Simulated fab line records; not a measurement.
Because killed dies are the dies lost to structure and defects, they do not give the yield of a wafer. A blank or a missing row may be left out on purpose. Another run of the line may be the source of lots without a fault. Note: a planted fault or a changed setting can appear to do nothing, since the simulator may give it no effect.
Chamber matching + flow n5Finfet + N5_FIN_SAQP_SPACER2_ALD_28 on aldSin-02: 4 sister chambers
The step deposits SiO2, target thk 8.1 nm, pulse time 1 s, purge time 2 s. 20 wafers are shown with their chamber, then 10 later ones without.

WAFERS, EACH WITH ITS CHAMBER
| wafer  | chamber | heaterPowerW (W) | precursorPulseHeightRel | chamberPressureTorr (Torr) |
|--------|---------|------------------|-------------------------|----------------------------|
| L075.2 | 0       | 454              | 0.985                   | 2.000                      |
| L075.5 | 1       | 457              | 1.003                   | 2.002                      |
| L075.6 | 0       | 447              | 0.981                   | 1.995                      |
| L076.3 | 3       | 503              | 1.041                   | 1.997                      |
| L076.4 | 0       | 443              | 1.049                   | 1.999                      |
| L076.6 | 0       | 436              | 0.970                   | 1.994                      |
| L080.2 | 2       | 499              | 0.985                   | 2.001                      |
| L080.3 | 0       | 450              | 0.978                   | 2.008                      |
| L080.6 | 3       | 492              | 0.985                   | 2.004                      |
| L085.2 | 2       | 480              | 1.044                   | 2.006                      |
| L085.3 | 1       | 467              | 0.999                   | 2.003                      |
| L085.6 | 3       | 478              | 1.009                   | 2.008                      |
| L087.1 | 1       | 485              | 1.006                   | 2.006                      |
| L087.5 | 1       | 464              | 0.990                   | 2.008                      |
| L087.6 | 2       | 485              | 1.008                   | 2.002                      |
| L089.2 | 1       | 458              | 0.995                   | 2.002                      |
| L089.5 | 3       | 492              | 1.010                   | 1.997                      |
| L089.6 | 2       | 492              | 1.014                   | 1.998                      |
| L092.2 | 2       | 468              | 1.035                   | 1.991                      |
| L092.4 | 1       | 458              | 0.983                   | 1.992                      |

SIGNATURES (averages over the wafers above)
| reading                 | chamber 0 | chamber 1 | chamber 2 | chamber 3 | scatter within a chamber |
|-------------------------|-----------|-----------|-----------|-----------|--------------------------|
| heaterPowerW            | 446.00    | 464.83    | 484.80    | 491.25    | 10.1                     |
| precursorPulseHeightRel | 0.99260   | 0.99600   | 1.01720   | 1.01125   | 0.0227                   |
| chamberPressureTorr     | 1.99920   | 2.00217   | 1.99960   | 2.00150   | 0.00553                  |
Rule: a wafer's distance from a chamber is the root of the sum, over the readings, of the square of ((its reading less the chamber's mean) divided by the reading's scatter). The wafer belongs to the nearest chamber; if the next one is less than 2 further off, it can't be placed. How the scatter is found: for the shown wafers, subtract from each reading the mean of its chamber, square and add these, divide the total by (wafers less chambers), then take the root.

WAFERS WHOSE CHAMBER IS MISSING
| wafer  | heaterPowerW (W) | precursorPulseHeightRel | chamberPressureTorr (Torr) |
|--------|------------------|-------------------------|----------------------------|
| L092.5 | 472              | 1.007                   | 1.997                      |
| L094.2 | 451              | 1.004                   | 1.991                      |
| L094.3 | 482              | 0.989                   | 2.004                      |
| L094.5 | 500              | 1.014                   | 2.003                      |
| L096.1 | 454              | 1.020                   | 1.997                      |
| L096.4 | 510              | 1.016                   | 1.995                      |
| L096.6 | 443              | 0.978                   | 1.993                      |
| L097.3 | 495              | 1.005                   | 2.001                      |
| L097.4 | 460              | 1.020                   | 1.995                      |
| L097.6 | 460              | 1.006                   | 2.006                      |

WHICH CHAMBER EACH WENT THROUGH
| wafer  | from the rows above               | in truth |
|--------|-----------------------------------|----------|
| L092.5 | can't be placed: 1 or 2 or 3 or 0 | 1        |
| L094.2 | can't be placed: 0 or 1           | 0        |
| L094.3 | can't be placed: 3 or 2 or 1      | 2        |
| L094.5 | can't be placed: 3 or 2           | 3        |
| L096.1 | can't be placed: 0 or 1 or 2      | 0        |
| L096.4 | can't be placed: 3 or 2           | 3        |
| L096.6 | can't be placed: 0 or 1           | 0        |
| L097.3 | can't be placed: 3 or 2           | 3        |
| L097.4 | can't be placed: 1 or 0 or 2 or 3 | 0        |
| L097.6 | can't be placed: 1 or 0 or 2      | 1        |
0 of 10 placed correctly. Can't be placed from these rows: 10 (the true chamber is among the candidates in 10). 0 placed wrongly.
